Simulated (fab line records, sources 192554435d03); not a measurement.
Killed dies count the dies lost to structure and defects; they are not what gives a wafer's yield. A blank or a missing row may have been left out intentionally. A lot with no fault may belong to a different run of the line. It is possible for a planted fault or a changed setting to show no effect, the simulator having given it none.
Chamber matching	flow n5-finfet	4 sister chambers for N5_FIN_SAQP_ETCH_51 on rie-diel-06
The step etches SiARC in CF4, target depth 45.5 nm, time 75.8 s. 8 wafers are shown with their chamber, then 11 later ones without.

## WAFERS, EACH WITH ITS CHAMBER
wafer	chamber	showerhead-plenum-p-Torr (Torr)	drypump-motor-current-A (A)
L078.5	0	2.23	5.8
L081.1	0	2.23	5.8
L081.2	1	2.14	5.4
L081.6	2	2.05	6.2
L082.2	2	2.05	6.3
L082.3	3	2.06	5.2
L082.5	1	2.14	5.4
L087.3	3	2.05	5.2

## WAFERS WITH NO CHAMBER GIVEN
wafer	showerhead-plenum-p-Torr (Torr)	drypump-motor-current-A (A)
L087.4	2.22	5.8
L087.5	2.05	5.2
L089.1	2.13	5.4
L089.2	2.04	6.2
L089.6	2.05	5.2
L094.1	2.04	6.3
L094.2	2.13	5.4
L094.4	2.04	6.2
L097.1	2.22	5.8
L097.4	2.04	6.3
L097.6	2.05	5.2

## EACH ONE'S CHAMBER
wafer	from the rows above	in truth
L087.4	0	0
L087.5	3	3
L089.1	1	1
L089.2	2	2
L089.6	3	3
L094.1	2	2
L094.2	1	1
L094.4	2	2
L097.1	0	0
L097.4	2	2
L097.6	3	3
Correct placement for 11 of the 11. Number that these rows cannot place: 0. Number placed wrongly: 0.
How it was worked out, from the rows above alone: a wafer's distance from a chamber is the root of the sum, over the readings, of the square of ((its reading less the chamber's mean) divided by the reading's scatter). The wafer belongs to the nearest chamber; if the next one is less than 2 further off, it can't be placed. For every chamber, the mean is computed from those of its wafers that are shown. The scatter: the root of (the sum of the squares of (reading less its chamber's mean) over the shown wafers, divided by (wafers less chambers)).
